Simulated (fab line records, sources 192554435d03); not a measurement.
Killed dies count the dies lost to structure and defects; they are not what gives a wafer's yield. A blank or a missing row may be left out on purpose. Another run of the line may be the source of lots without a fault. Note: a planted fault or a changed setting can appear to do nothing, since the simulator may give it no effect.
Chamber matching / flow n5 finfet / N5_FIN_SAQP_PECVD_47 on pecvd-03 has 3 sister chambers
The step deposits a-Si from SiH4/He, target thk 45 nm, time 36.3 s. 6 wafers are shown with their chamber, then 7 later ones without.

WAFERS WITH THEIR CHAMBER
wafer=L084.1; chamber=2; showerhead plenum p Torr (Torr)=5.61; heater power w (W)=868
wafer=L084.5; chamber=2; showerhead plenum p Torr (Torr)=5.63; heater power w (W)=859
wafer=L086.1; chamber=1; showerhead plenum p Torr (Torr)=5.61; heater power w (W)=1097
wafer=L086.5; chamber=1; showerhead plenum p Torr (Torr)=5.63; heater power w (W)=1065
wafer=L090.1; chamber=0; showerhead plenum p Torr (Torr)=5.70; heater power w (W)=869
wafer=L090.4; chamber=0; showerhead plenum p Torr (Torr)=5.69; heater power w (W)=859

WAFERS WHOSE CHAMBER IS MISSING
wafer=L090.6; showerhead plenum p Torr (Torr)=5.61; heater power w (W)=1002
wafer=L096.1; showerhead plenum p Torr (Torr)=5.63; heater power w (W)=988
wafer=L096.2; showerhead plenum p Torr (Torr)=5.71; heater power w (W)=937
wafer=L096.4; showerhead plenum p Torr (Torr)=5.70; heater power w (W)=937
wafer=L097.1; showerhead plenum p Torr (Torr)=5.62; heater power w (W)=821
wafer=L097.4; showerhead plenum p Torr (Torr)=5.70; heater power w (W)=925
wafer=L097.6; showerhead plenum p Torr (Torr)=5.62; heater power w (W)=833

CHAMBER TAKEN BY EACH
wafer=L090.6; from the rows above=1; in truth=1
wafer=L096.1; from the rows above=1; in truth=1
wafer=L096.2; from the rows above=0; in truth=0
wafer=L096.4; from the rows above=0; in truth=0
wafer=L097.1; from the rows above=2; in truth=2
wafer=L097.4; from the rows above=0; in truth=0
wafer=L097.6; from the rows above=2; in truth=2
Placed correctly: 7 of 7. From these rows, 0 cannot be placed. 0 placed wrongly.
How it was worked out, from the rows above alone: a wafer's distance from a chamber is the root of the sum, over the readings, of the square of ((its reading less the chamber's mean) divided by the reading's scatter). If the next closest chamber is less than 2 further off than the closest, the wafer can't be placed; otherwise it belongs to the closest. For every chamber, the mean is computed from those of its wafers that are shown. The scatter is the square root of a quotient: the sum, over the shown wafers, of each reading's squared deviation from its chamber's mean, divided by wafers minus chambers.
